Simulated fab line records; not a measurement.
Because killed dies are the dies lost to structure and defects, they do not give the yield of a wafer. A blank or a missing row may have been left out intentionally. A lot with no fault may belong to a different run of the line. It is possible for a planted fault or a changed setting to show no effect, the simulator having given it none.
Lot-split experiment ; flow n5Finfet ; 21 wafers read across 7 lots, on a route 1938 steps long

## THE SPLIT ITSELF
At N5_BEOL_M3_EXPOSE_25 (exposes mask V2, defocus 5 nm), the setting doseMj was moved away from the recipe's 63 on 9 of the 21 wafers read, by -7.2% to +5.0%. The other wafers ran this setting at the recipe's value.

## FROM THE SPLIT TO THE READING: what the file shows between them, 2 steps
- N5_BEOL_M3_PEB_26: peb time 60 s
- N5_BEOL_M3_DEVELOP_27: develop time 30 s

## THE READING
cdNm, in nm, at N5_BEOL_M3_CD_MEAS_28 (target cd 25.7 nm, target cd y 23.3 nm). On this fab line, fault-free wafers typically give 25.66 nm with a standard deviation of 0.23 nm.

wafer;tool, chamber at the split;doseMj as run;against the recipe;cdNm, nm;against lot-mates on the recipe
L075.1;euvScanner-02, 0;63;recipe;25.73;-
L075.2;euvScanner-02, 0;60.66;-3.7%;24.82;-0.90
L075.6;euvScanner-02, 0;63;recipe;25.71;-
L076.1;euvScanner-02, 0;63;recipe;25.46;-
L076.3;euvScanner-02, 0;63;recipe;25.54;-
L076.5;euvScanner-02, 0;66.13;+5.0%;26.64;+1.14
L080.2;euvScanner-02, 0;65.05;+3.3%;26.51;+0.98
L080.3;euvScanner-02, 0;65.05;+3.3%;26.11;+0.58
L080.4;euvScanner-02, 0;63;recipe;25.53;-
L083.3;euvScanner-02, 0;63;recipe;25.73;-
L083.4;euvScanner-02, 0;58.49;-7.2%;24.39;-1.34
L083.5;euvScanner-02, 0;58.49;-7.2%;24.43;-1.30
L084.1;euvScanner-02, 0;63;recipe;25.74;-
L084.2;euvScanner-02, 0;63;recipe;25.54;-
L084.5;euvScanner-02, 0;60.68;-3.7%;25.05;-0.59
L092.3;euvScanner-01, 0;63;recipe;25.46;-
L092.4;euvScanner-01, 0;63;recipe;25.69;-
L092.5;euvScanner-01, 0;63;recipe;25.81;-
L094.1;euvScanner-01, 0;63;recipe;25.71;-
L094.4;euvScanner-01, 0;58.84;-6.6%;24.69;-1.02
L094.5;euvScanner-01, 0;58.84;-6.6%;24.49;-1.22

FIT RESULTS
A straight line over all 21 wafers: cdNm changes by +0.177 nm for each +1% of doseMj; r = +0.98; the points scatter about the line by 0.14 nm.
The same after taking each lot's own level away (the mean of its wafers on the recipe; 21 wafers): +0.194 nm for each +1%; r = +0.98; scatter 0.13 nm.
According to that fit, moving doseMj by its largest amount changes the reading by 1.4 nm.
Across the lots, their own levels run from 25.500 to 25.730 nm, a range of 1.0 times the standard deviation given above.
The two slopes are in agreement: the lot-to-lot level therefore moves the slope only a little.
Check: with one of the wafers moved furthest among these (-7.2%) left out of the fit, the line predicts -1.35 nm for it against its lot-mates. Against them it came out at -1.34 nm.

## OTHER SPLITS APPLIED TO THESE WAFERS
Other splits were also applied to these wafers ahead of the reading. Each is held against what the fit with the lots' levels taken away leaves over:
other split on the same wafers;wafers away from the commonest value;r with cdNm (lot level and that fit taken away)
N5_BEOL_M2_ETCH_64 sourceW;6;+0.09
N5_BEOL_M3_COAT_22 spinRpm;7;+0.14

## THE FILE'S OWN FIT
cdNm changes by +0.194 nm for each +1% of doseMj, r = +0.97.
